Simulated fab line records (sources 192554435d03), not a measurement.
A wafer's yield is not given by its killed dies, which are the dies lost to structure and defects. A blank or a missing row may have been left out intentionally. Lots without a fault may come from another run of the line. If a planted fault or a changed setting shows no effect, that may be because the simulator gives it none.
fab line records | flow n5Finfet
[record] lots = 8 wafers = 23 lastDay = 17
route steps=1938 shown MOL_CONTACT_COAG@613 BEOL_M0_SAQP@635 BEOL_M4@1111 PASSIVATION@1936
lots that met no fault: taken from a fault-free run of the same line
startH: the number of hours between the record's first day and the start of the first shown wafer of the lot | waitH: hours since the lot's step before | " same as the row above | L1.1+2: a single row standing in for several wafers | - value missing, or start not given | * or withheld: withheld | < > ~ a bound
route shown NAME@n: NAME is a module with steps in the file, n the number in the route of the first one | usual: mean and standard deviation over wafers with no fault | same: alike in all rows | chamber/n: place in a boat | sites: readings site by site | _std_site: standard deviation across them | _edge_site: outer sites' mean less inner sites' | radiusMm: for every site, how far away it sits from the centre of the wafer | mask NAME#n: copy n | behind: the most recent tool/chamber to have shaped the wafer | hold: why the lot went on hold/how many hours it stayed there/how the hold came to an end | device: whichever transistor did not switch (one of n, p or np) | end of line: the tests these same wafers got at the end of their route | a step with no rows: only its recipe | killed: dies that structure and defects cost at the first sort, which is not the same as the wafer's yield | map: a wafer's dies, marking killed ones x, the rest . and places with no die _
set.NAME: the setting that was run; set.NAME@STEP: the one run at that earlier step | model.NAME: the simulator's own value behind a step, which no gauge read
steps of the route over a sample of lots; a table a step, a row a wafer
services: a tool's chamber out of use, with start hour (startH, from the record's first day; less than 0 if before it), hours out, and reason
[[steps]]
[step N5_MOL_CONTACT_COAG_ETCHBACK_136]
[recipe] chemistry = CHF3 target = SiO2 targetDepthA = 250 timeS = 16.7 ionEnergyEv = 200 pressureMtorr = 30 sourceW = 610 biasW = 170 Ar_flow_sccm = 200 CHF3_flow_sccm = 50
[usual] drypumpMotorCurrentA = 6.0/0.39 oesProductAu = 0.78/0.088 rfVppV = 522/19 showerheadPlenumPTorr = 2.39/0.079 throttleValvePct = 18.67/0.19
// columns lot.wafer tool chamber startH waitH drypumpMotorCurrentA oesProductAu rfHoursCounterH rfVppV showerheadPlenumPTorr throttleValvePct
L454.2 rieDiel-04 3 102.86 0.0 6.3 0.73 197 525 2.43 18.46
L454.4 " 0 " " 6.0 0.73 166 503 2.26 18.39
L454.6 " 2 " " 5.5 0.85 - 523 2.33 18.46
L458.1 rieDiel-04 0 122.95 0.0 6.0 0.72 173 504 2.26 18.43
L458.4 " 2 " " 5.5 0.85 39 524 2.32 18.47
L458.6 " 0 " " 6.0 0.73 - 502 2.26 18.40
L460.2 rieDiel-06 3 134.34 0.0 5.5 0.75 173 519 2.37 18.75
L460.4 " 2 " " 5.9 0.71 227 501 2.35 18.88
L469.1 rieDiel-03 3 191.68 0.0 5.8 0.72 195 506 2.37 18.98
L469.4 " 0 " " 6.5 0.89 37 552 2.43 18.96
L469.6 " 3 " " 5.9 0.73 - 508 2.37 18.99
L470.2 rieDiel-04 3 197.57 0.0 6.3 0.70 228 525 2.42 18.49
L470.4 " 0 " " 6.0 0.71 197 503 2.25 18.46
L470.6 " 1 " " 6.6 0.72 - 552 2.43 18.70
L474.1 rieDiel-04 2 219.97 0.0 5.6 0.81 73 524 2.31 18.52
L474.4 " 0 " " 6.0 0.70 206 504 2.25 18.47
L474.6 " 0 " " 6.0 0.71 - 503 2.25 18.45
L475.2 rieDiel-04 2 229.05 0.0 5.5 0.81 75 523 2.31 18.54
L475.5 " 0 " " 6.0 0.70 - 503 2.25 18.47
L475.6 " 1 " " 6.6 0.71 - 552 2.43 18.74
L477.2 rieDiel-06 3 238.68 0.0 5.5 0.72 208 518 2.36 18.82
L477.5 " 0 " " 6.1 0.85 - 498 2.52 18.85
L477.6 " 3 " " 5.5 0.72 - 517 2.36 18.82
[step N5_MOL_CONTACT_COAG_ETCH_48]
[recipe] chemistry = C4F6/O2 targetDepthA = 150 overetchA = 45 maskMaterial = SOC target = SiOC biasW = 465 pressureMtorr = 10 timeS = 17 sourceW = 335 Ar_flow_sccm = 300 C4F6_flow_sccm = 10 O2_flow_sccm = 10 ionEnergyEv = 576
[usual] drypumpMotorCurrentA = 6.0/0.39 oesProductAu = 0.65/0.077 rfVppV = 1582/52 showerheadPlenumPTorr = 2.85/0.091 throttleValvePct = 40.7/0.5
// columns lot.wafer tool chamber startH waitH drypumpMotorCurrentA oesProductAu rfHoursCounterH rfVppV showerheadPlenumPTorr throttleValvePct
L454.2 rieDiel-04 3 102.96 0.0 6.3 0.59 197 1590 2.90 39.9
L454.4 " 0 " " 6.0 0.64 166 1535 2.71 40.7
L454.6 " 2 " " 5.5 0.72 - 1590 2.78 40.5
L458.1 rieDiel-04 0 123.05 0.0 6.0 0.65 173 1533 2.70 40.7
L458.4 " 2 " " 5.5 0.67 39 1589 2.78 40.4
L458.6 " 0 " " 6.0 0.64 - 1533 2.70 40.7
L460.2 rieDiel-06 3 134.44 0.0 5.5 0.62 173 1572 2.83 41.3
L460.4 " 2 " " 5.9 0.63 227 1524 2.80 40.5
L469.1 rieDiel-03 3 191.78 0.0 5.8 0.62 195 1542 2.82 41.0
L469.4 " 0 " " 6.5 0.74 37 1664 2.90 41.6
L469.6 " 3 " " 5.9 0.58 - 1541 2.82 40.9
L470.2 rieDiel-04 3 197.67 0.0 6.3 0.53 228 1591 2.88 39.9
L470.4 " 0 " " 6.0 0.58 198 1533 2.69 40.7
L470.6 " 1 " " 6.6 0.62 - 1666 2.89 40.1
L474.1 rieDiel-04 2 220.07 0.0 5.5 0.66 73 1589 2.77 40.5
L474.4 " 0 " " 6.0 0.65 206 1532 2.69 40.7
L474.6 " 0 " " 6.0 0.66 - 1532 2.69 40.7
L475.2 rieDiel-04 2 229.15 0.0 5.5 0.64 75 1590 2.77 40.5
L475.5 " 0 " " 6.0 0.55 - 1534 2.69 40.7
L475.6 " 1 " " 6.6 0.64 - 1667 2.88 40.2
L477.2 rieDiel-06 3 238.78 0.0 5.6 0.58 208 1569 2.81 41.3
L477.5 " 0 " " 6.1 0.70 - 1517 3.01 40.8
L477.6 " 3 " " 5.5 0.59 - 1569 2.81 41.4
[step N5_BEOL_M0_SAQP_PECVD_03]
[recipe] material = SiCN targetThkA = 120 tempC = withheld precursor = 3MS/NH3 pressureTorr = 3 rfW = 202 timeS = 21.1
[usual] showerheadPlenumPTorr = 3.658/0.012 showerheadVppV = 894/34 throttleValvePct = 8.9/0.36
// columns lot.wafer tool chamber startH waitH showerheadPlenumPTorr showerheadVppV throttleValvePct
L454.2 pecvd-03 1 109.02 0.1 3.646 867 8.8
L454.4 " 1 " " 3.644 880 8.4
L454.6 " 2 " " 3.655 870 8.9
L458.1 pecvd-01 2 127.83 0.1 3.659 886 8.2
L458.4 " 0 " " 3.654 891 8.8
L458.6 " 2 " " 3.665 883 8.4
L460.2 pecvd-04 0 141.06 0.1 3.645 953 9.3
L460.4 " 2 " " 3.656 886 9.0
L469.1 pecvd-04 1 199.19 0.1 3.656 842 9.3
L469.4 " 2 " " 3.661 873 8.9
L469.6 " 0 " " 3.649 934 9.4
L470.2 pecvd-04 1 202.39 0.1 3.643 836 9.4
L470.4 " 2 " " 3.662 878 8.8
L470.6 " 0 " " 3.652 951 9.4
L474.1 pecvd-01 1 224.83 0.1 3.668 926 9.0
L474.4 " 0 " " 3.664 908 9.0
L474.6 " 1 " " 3.669 928 8.7
L475.2 pecvd-01 1 234.04 0.1 3.668 920 8.8
L475.5 " 2 " " 3.643 882 8.6
L475.6 " 0 " " 3.653 897 8.8
L477.2 pecvd-03 0 244.71 0.1 3.691 907 8.8
L477.5 " 0 " " 3.676 919 8.7
L477.6 " 1 " " 3.640 878 8.4
[step N5_BEOL_M0_SAQP_PECVD_04]
[recipe] material = a-Si targetThkA = 600 tempC = 350 precursor = SiH4/He pressureTorr = 3 rfW = 100 timeS = 60.2
[usual] heaterPowerOuterW = 342/38 heaterPowerW = 597/63 showerheadPlenumPTorr = 5.64/0.044 showerheadVppV = 628/24 throttleValvePct = 17.9/0.69
// columns lot.wafer tool chamber startH waitH heaterPowerOuterW heaterPowerW showerheadPlenumPTorr showerheadVppV throttleValvePct
L454.2 pecvd-03 1 109.14 0.0 308 530 5.59 610 17.1
L454.4 " 1 " " 305 532 5.59 604 17.0
L454.6 " 2 " " 332 575 5.65 613 18.0
L458.1 pecvd-01 2 127.95 0.0 340 645 5.64 624 16.8
L458.4 " 0 " " 352 592 5.64 641 18.2
L458.6 " 2 " " 329 635 5.64 607 16.6
L460.2 pecvd-04 0 141.18 0.0 393 655 5.62 674 18.9
L460.4 " 2 " " 375 625 5.65 610 17.8
L469.1 pecvd-04 1 199.30 0.0 301 518 5.60 599 18.5
L469.4 " 2 " " 388 641 5.66 597 17.9
L469.6 " 0 " " 366 652 5.62 664 18.7
L470.2 pecvd-04 1 202.50 0.0 283 480 5.60 592 18.6
L470.4 " 2 " " 394 643 5.65 607 18.0
L470.6 " 0 " " 346 610 5.61 669 19.0
L474.1 pecvd-01 1 224.94 0.0 366 647 5.66 657 17.8
L474.4 " 0 " " 367 593 5.65 645 17.9
L474.6 " 1 " " 361 668 5.67 644 17.7
L475.2 pecvd-01 1 234.15 0.0 352 643 5.67 645 18.0
L475.5 " 2 " " 339 658 5.61 627 16.8
L475.6 " 0 " " 368 603 5.65 627 18.1
L477.2 pecvd-03 0 244.82 0.0 298 522 5.75 636 17.4
L477.5 " 0 " " 293 516 5.76 643 17.4
L477.6 " 1 " " 363 610 5.59 604 17.1
[step N5_BEOL_M0_SAQP_THK_MEAS_05]
[usual] thkNm = 59.9/0.85
// columns lot.wafer tool chamber startH waitH thkNm
L454.2 filmMetro-02 - 109.24 0.1 58.9
L454.4 " - " " 59.4
L454.6 " - " " 60.6
L458.1 filmMetro-01 - 128.04 0.1 59.3
L458.4 " - " " 59.5
L458.6 " - " " 60.1
L460.2 filmMetro-02 - 141.28 0.1 58.8
L460.4 " - " " 60.8
L469.1 filmMetro-02 - 199.40 0.1 59.0
L469.4 " - " " 60.9
L469.6 " - " " 44.7
L470.2 filmMetro-02 - 202.60 0.1 44.0
L470.4 " - " " 60.6
L470.6 " - " " 45.5
L474.1 filmMetro-01 - 225.04 0.1 58.8
L474.4 " - " " 60.3
L474.6 " - " " 59.9
L475.2 filmMetro-01 - 234.25 0.1 59.9
L475.5 " - " " 60.0
L475.6 " - " " 60.0
L477.2 filmMetro-02 - 244.92 0.1 59.7
L477.5 " - " " 61.3
L477.6 " - " " 61.4
[step N5_BEOL_M0_SAQP_MANDREL_ETCH_20]
[recipe] targetDepthA = 600 chemistry = HBr/Cl2 target = a-Si stopOn = SiNx btTimeS = 10 maskMaterial = SOC overEtchFrac = 0.5 timeS = 30 pressureMtorr = 10 icpW = 800 biasW = 75 HBr_flow_sccm = 150 Cl2_flow_sccm = 80 ends = endPoint
[usual] drypumpMotorCurrentA = 6.0/0.53 heBacksideLeakSccm = 2.63/0.26 oesProductAu = 0.769/0.014 throttleValvePct = 35.59/0.23
// columns lot.wafer tool chamber startH waitH drypumpMotorCurrentA heBacksideLeakSccm oesProductAu rfHoursCounterH throttleValvePct
L454.2 rieSi-03 3 110.08 0.0 5.9 2.42 0.751 57 35.37
L454.4 " 2 " " 5.0 2.72 0.784 143 35.52
L454.6 " 2 " " 5.0 3.08 0.790 - 35.50
L458.1 rieSi-03 0 128.76 0.0 6.5 2.92 0.767 160 35.88
L458.4 " 2 " " 5.0 2.83 0.778 143 35.51
L458.6 " 0 " " 6.5 2.92 0.779 - 35.88
L460.2 rieSi-01 2 142.23 0.0 6.7 2.70 0.765 48 35.58
L460.4 " 2 " " 6.6 2.65 0.770 - 35.57
L469.1 rieSi-02 3 200.25 0.0 5.4 2.24 0.776 52 35.51
L469.4 " 2 " " 5.7 2.56 0.783 170 35.20
L469.6 " 1 " " 5.4 2.68 0.653 - 35.45
L470.2 rieSi-01 3 203.32 0.0 6.5 2.83 0.670 11 35.78
L470.4 " 0 " " 5.5 2.24 0.758 1 35.80
L470.6 " 2 " " 6.7 2.75 0.660 - 35.80
L474.1 rieSi-01 3 225.89 0.0 6.4 2.80 0.774 11 35.57
L474.4 " 1 " " 5.8 2.51 0.759 3 35.81
L474.6 " 3 " " 6.4 2.81 0.781 - 35.53
L475.2 rieSi-02 3 235.09 0.0 5.4 2.28 0.781 53 35.50
L475.5 " 1 " " 5.4 2.59 0.762 - 35.23
L475.6 " 0 " " 6.6 2.41 0.771 - 34.99
L477.2 rieSi-03 3 245.66 0.0 5.9 2.66 0.761 59 35.34
L477.5 " 0 " " 6.5 3.08 0.784 - 35.84
L477.6 " 1 " " 6.2 2.53 0.781 - 35.71
[step N5_BEOL_M4_RC_MEAS_101]
[usual] DIBL_N = 37.5/1.9 DIBL_P = 37.3/2.4 IOFF_N = 0.18/0.038 IOFF_P = 0.23/0.045 ION_N = 677/11 ION_P = 464/8.1 SS_N = 72.0/0.68 SS_P = 73.5/0.77 VT_N = 249/3.3 VT_P = -249/3.6
// columns lot.wafer tool chamber startH waitH DIBL_N[mV/V] DIBL_P[mV/V] IOFF_N[nA/um] IOFF_P[nA/um] ION_N[uA/um] ION_P[uA/um] SS_N[mV/dec] SS_P[mV/dec] VT_N[mV] VT_P[mV]
L454.2 prober-02 0 168.38 0.2 38.1 37.5 0.18 0.20 672 449 72.3 73.7 250 -251
L454.4 " 0 " " 40.4 40.1 0.23 0.24 687 465 73.4 73.7 248 -249
L454.6 " 0 " " 37.6 36.8 0.17 0.19 665 451 71.6 73.8 252 -254
L458.1 prober-02 0 188.25 0.0 35.6 35.8 0.12 0.18 663 458 71.6 72.7 257 -254
L458.4 " 0 " " 39.6 39.9 0.19 0.25 674 467 72.5 74.1 251 -246
L458.6 " 0 " " 39.7 39.8 0.20 0.24 679 464 72.7 74.1 249 -252
L460.2 prober-01 0 193.01 0.2 39.0 39.5 0.21 0.20 683 456 72.3 73.6 246 -256
L460.4 " 0 " " 34.3 33.8 0.13 0.14 658 449 70.8 71.8 251 -256
L469.1 prober-01 0 267.16 0.0 36.8 35.2 0.17 0.23 682 467 71.5 72.5 251 -245
L469.4 " 0 " " 37.4 34.8 0.18 0.24 676 470 72.2 73.2 251 -246
L469.6 " 0 " " 34.9 33.6 0.14 0.19 663 454 71.0 72.4 251 -250
L470.2 prober-01 0 273.70 0.2 38.6 38.3 0.18 0.26 678 468 72.4 74.2 246 -246
L470.4 " 0 " " 42.1 41.9 0.27 0.32 703 473 73.1 75.1 244 -243
L470.6 " 0 " " 40.1 38.9 0.22 0.26 697 474 73.2 74.1 247 -249
L474.1 prober-02 0 293.19 0.0 38.6 39.3 0.18 0.24 681 464 71.8 74.7 247 -250
L474.4 " 0 " " 39.7 40.5 0.23 0.26 683 463 72.4 74.5 244 -249
L474.6 " 0 " " 40.7 41.6 0.23 0.27 692 470 72.7 74.2 245 -249
L475.2 prober-01 0 298.54 0.2 35.9 35.1 0.15 0.20 672 460 72.0 74.0 250 -250
L475.5 " 0 " " 34.5 32.9 0.13 0.17 650 450 71.4 72.2 253 -253
L475.6 " 0 " " 38.4 39.1 0.22 0.30 701 482 72.4 73.5 244 -243
L477.2 prober-02 0 307.99 0.2 41.6 42.9 0.28 0.37 705 480 72.5 75.0 243 -242
L477.5 " 0 " " 37.2 36.3 0.17 0.24 670 462 71.4 73.9 249 -245
L477.6 " 0 " " 38.0 37.6 0.17 0.23 670 462 72.1 73.2 251 -251
[step N5_PASSIVATION_PROBE_49]
[usual] defectLimitedYield = 91.2/1.5 killed_at_M0_to_M3 = 31/10 killed_at_M4_up = 15/5.9 killedAtContacts = 13/6 killedAtFrontEnd = 41/11 killedAtOther = 4/3.1 killedDies = 104/18 killedOpen = 68/13 killedShort = 33/8.1 sort_bin_4_leakage = 0.00/0.03 sort_bin_5_function = 5.1/1.1 sort_bin_6_memory = 3.2/0.69 sort_bin_8_speed = 0.01/0.045 sortNPass = 1076/18 sortYieldPct = 91.2/1.5
[same] grossDies = 1180 killedAtBackSide = 0
// columns lot.wafer tool chamber startH waitH defectLimitedYield[%] killed_at_M0_to_M3 killed_at_M4_up killedAtContacts killedAtFrontEnd killedAtOther killedDies killedOpen killedShort sort_bin_4_leakage[%] sort_bin_5_function[%] sort_bin_6_memory[%] sort_bin_8_speed[%] sortNPass sortYieldPct[%]
L460.2 prober-01 - 291.12 0.1 91.7 30 11 9 45 3 98 65 30 0 5.4 2.7 0 1082 91.7
L469.1 prober-01 - 372.28 0.0 92.2 28 17 13 28 6 92 57 26 0 3.8 3.0 0 1088 92.2
L469.4 prober-01 - 372.43 0.2 92.3 31 14 15 27 4 91 52 39 0 3.9 3.4 0 1089 92.3
L469.6 prober-01 - 372.53 0.3 91.8 50 6 3 37 1 97 68 29 0 5.5 2.5 0 1083 91.8
L475.2 prober-01 - 394.41 0.1 89.2 21 22 16 66 2 127 84 34 0 5.3 4.7 0 1053 89.2
L475.5 prober-01 - 394.56 0.2 89.5 13 21 13 71 6 124 87 36 0 6.7 3.4 0 1056 89.5
L475.6 prober-01 - 394.61 0.3 91.5 20 19 4 46 11 100 62 28 0 5.5 2.0 0 1080 91.5
// killed by level:class
L460.2 STI_FIN_REVEAL:geometricParticle:open=14 BEOL_M1:geometricParticle:open=8 BEOL_M0_SAQP:geometricParticle:short=7 BEOL_M4:geometricParticle:open=6 MOL_CONTACT_COAG:geometricParticle:open=6 FIN_SAQP:geometricParticle:open=5 GATE_CUT:geometricParticle:short=5 BEOL_M0_SAQP:geometricParticle:open=5
L469.1 BEOL_M1:geometricParticle:open=11 BEOL_M4:geometricParticle:open=10 HKMG_FIN:areaEtch=9 MOL_CONTACT_COAG:geometricParticle:short=7 MOL_CONTACT_COAG:geometricParticle:open=6 DUMMY_GATE:geometricParticle:open=5 MIM_TOP:geometricParticle:open=4 STI_FIN_REVEAL:geometricParticle:open=3
L469.4 BEOL_M0_SAQP:geometricParticle:short=12 MOL_CONTACT_COAG:geometricParticle:open=10 BEOL_M4:geometricParticle:open=10 BEOL_M0_SAQP:geometricParticle:open=8 FIN_SAQP:geometricParticle:short=7 STI_FIN_REVEAL:geometricParticle:open=5 MOL_CONTACT_COAG:geometricParticle:short=5 STARTING-WAFER:geometricParticle:open=5
L469.6 BEOL_M0_SAQP:geometricParticle:open=19 BEOL_M0_SAQP:geometricParticle:short=9 STI_FIN_REVEAL:geometricParticle:open=8 BEOL_M3:geometricParticle:open=7 FIN_SAQP:geometricParticle:short=6 BEOL_M1:geometricParticle:open=6 FIN_SAQP:geometricParticle:open=5 BEOL_M2:geometricParticle:open=4
L475.2 STI_FIN_REVEAL:geometricParticle:open=14 MOL_CONTACT_COAG:geometricParticle:open=12 BEOL_M4:geometricParticle:open=10 FIN_SAQP:geometricParticle:open=9 DUMMY_GATE:geometricParticle:open=9 BEOL_M3:geometricParticle:open=6 HKMG_FIN:areaEtch=6 BEOL_M2:geometricParticle:open=5
L475.5 STI_FIN_REVEAL:geometricParticle:open=24 FIN_SAQP:geometricParticle:open=13 BEOL_M4:geometricParticle:open=12 FIN_SAQP:geometricParticle:short=10 MOL_CONTACT_COAG:geometricParticle:open=9 STI_FIN_REVEAL:geometricParticle:short=8 STARTING-WAFER:geometricParticle:open=6 BEOL_M2:geometricParticle:open=4
L475.6 STI_FIN_REVEAL:geometricParticle:open=9 HKMG_FIN:areaEtch=9 FIN_SAQP:geometricParticle:open=8 BEOL_M4:geometricParticle:open=8 DUMMY_GATE:geometricParticle:open=5 FIN_SAQP:geometricParticle:short=4 GATE_CUT:geometricParticle:short=4 MOL_CONTACT_COAG:geometricParticle:open=4
[[services]]
// columns tool chamber startH hours kind
pecvd-01 2 81.78 8.4 repair
pecvd-03 1 98.83 5.5 scheduledDown
rieDiel-06 1 100.93 9.5 repair
rieSi-03 - 104.71 2.8 pm
rieSi-03 - 115.01 0.2 repair
rieDiel-03 2 117.19 15.1 repair
pecvd-04 0 122.35 2.1 scheduledDown
rieSi-02 - 125.90 15.6 pm
pecvd-01 2 134.20 5.5 scheduledDown
rieSi-02 1 143.79 12.2 repair
rieDiel-06 1 145.99 - clean
pecvd-04 0 148.47 4.6 scheduledDown
pecvd-03 1 152.33 5.4 repair
pecvd-04 1 155.20 2.1 scheduledDown
pecvd-04 2 175.10 8.4 repair
pecvd-03 0 188.29 5.5 scheduledDown
pecvd-01 - 191.73 2.8 pm
rieDiel-03 1 203.54 3.0 repair
pecvd-03 - 206.11 2.8 pm
pecvd-04 2 206.30 5.5 scheduledDown
pecvd-01 - 214.00 0.6 repair
rieSi-03 - 216.54 0.6 repair
rieDiel-06 - 225.12 1.1 repair
rieSi-02 - 227.50 0.4 repair
[[key]]
[firstSign] step = N5_BEOL_M0_SAQP_THK_MEAS_05 reading = thkNm direction = down sigmas = 18 usual = * struck = *
[effect] step = N5_BEOL_M0_SAQP_MANDREL_ETCH_20 reading = oesProductAu direction = down sigmas = 7.9 usual = 0.769 struck = 0.661
metAt N5_BEOL_M0_SAQP_PECVD_04
struckLots L469,L470
struckWafers L469.6,L470.2,L470.6
notActingAt N5_MOL_CONTACT_COAG_ETCHBACK_136,N5_MOL_CONTACT_COAG_ETCH_48,N5_BEOL_M0_SAQP_PECVD_03
onsetBetween 141.18 199.30
[fault] kind = processParameterDrift tool = pecvd-04 chamber = - onsetH = 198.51 steps = N5_BEOL_M0_SAQP_PECVD_04 channel = timeS offset = * shape = step endH = 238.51 scope = struckWafersOnly actsIn = * stated = *
